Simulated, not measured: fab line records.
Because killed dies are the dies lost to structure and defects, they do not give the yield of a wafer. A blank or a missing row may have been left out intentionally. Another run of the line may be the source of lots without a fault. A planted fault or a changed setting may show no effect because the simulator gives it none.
Which tool was responsible? -- flow nand-harc -- Sampling: 11 lots, 33 wafers, 4 of 1302 route steps

== WHAT THE GAUGES READ, wafer by wafer ==
NHARC_A_SIN_REMOVE_INSPECT_04.
lot,measured,on,raw-defect-count
L076,day 20 23:11,defect-inspect-02,289 384 392
L078,day 21 19:37,defect-inspect-02,304 277 517
L077,day 21 15:49,defect-inspect-01,436 582 449
L080,day 23 12:02,defect-inspect-02,425 311 355
L084,day 24 05:12,defect-inspect-01,454 436 649
L087,day 25 05:18,defect-inspect-02,458 356 443
L091,day 26 15:39,defect-inspect-02,431 426 352
L088,day 26 19:40,defect-inspect-02,358 369 357
L094,day 28 13:16,defect-inspect-01,399 344 289
L095,day 28 17:01,defect-inspect-02,634 376 547
L097,day 30 16:36,defect-inspect-01,246 280 238

== EACH LOT AND THE TOOL THAT RAN IT (in order: tool; ch and the chambers of the sampled wafers; start) ==
lot,NHARC_A_STAIRCASE_DESCUM_443,NHARC_A_STAIRCASE_ETCHBACK_157,NHARC_A_SLIT_ETCH_24
L076,"rie-diel-03 ch 1,2,3, day 19 11:56","rie-diel-10 ch 1,2, day 19 18:23","rie-diel-07 ch 2,3, day 20 10:19"
L078,"rie-diel-04 ch 0,3, day 20 02:14","rie-diel-10 ch 0,1,3, day 20 11:23","rie-diel-01 ch 0,2,3, day 21 04:34"
L077,"rie-diel-10 ch 1,3, day 20 06:34","rie-diel-03 ch 0,3, day 20 14:04","rie-diel-07 ch 0,1,2, day 21 03:40"
L080,"rie-diel-03 ch 0,3, day 21 22:50","rie-diel-03 ch 0,1,3, day 22 06:00","rie-diel-07 ch 0,1, day 22 23:02"
L084,"rie-diel-03 ch 0,2, day 22 14:53","rie-diel-04 ch 0,3, day 22 21:07","rie-diel-01 ch 1,2, day 23 13:10"
L087,"rie-diel-10 ch 0,2,3, day 23 20:13","rie-diel-04 ch 1,2,3, day 24 02:22","rie-diel-13 ch 0,1,3, day 24 16:28"
L091,"rie-diel-03 ch 0,1,3, day 25 06:30","rie-diel-10 ch 0,1,3, day 25 12:43","rie-diel-07 ch 0,2, day 26 03:52"
L088,"rie-diel-04 ch 0,1,3, day 25 06:37","rie-diel-04 ch 0,1,2, day 25 15:43","rie-diel-07 ch 1,2, day 26 06:43"
L094,"rie-diel-04 ch 0,2,3, day 27 03:23","rie-diel-10 ch 0,1,3, day 27 09:35","rie-diel-13 ch 0,1,2, day 28 01:53"
L095,"rie-diel-10 ch 0,1,2, day 27 03:58","rie-diel-03 ch 0,2, day 27 11:08","rie-diel-13 ch 0,3, day 28 03:59"
L097,"rie-diel-10 ch 0,1,2, day 29 06:37","rie-diel-10 ch 0,1,3, day 29 12:50","rie-diel-07 ch 0,1,2, day 30 02:28"
- NHARC_A_STAIRCASE_DESCUM_443: chemistry O2, time 3 s.
- NHARC_A_STAIRCASE_ETCHBACK_157: etches the open film in CH3F/O2, target depth 90 nm, time 167.14 s.
- NHARC_A_SLIT_ETCH_24: etches the open film in CF4/CHF3, target depth 121 nm, time 60.5 s.

== THE ANSWER, worked out from the rows above alone ==
Rule: usual is defined by the lots themselves. Put in order of their means at a reading, lots are off if they are a third of the lots or fewer, leave a main group of 4 or more, and stand apart from it by a gap of 3 or more times the standard deviation of the main group's means; of several such gaps the widest counts. The tables above print the reading to a certain number of digits; a main group whose means all agree to those digits is not used. A lot without any number at a reading at which 4 lots or more have one is off too. Where the step has rows for the other lots, those lots are counted as sound.
Nothing can be told from this: no lot is off at any reading shown.

== WHAT WAS PUT IN BY THE SIMULATOR ==
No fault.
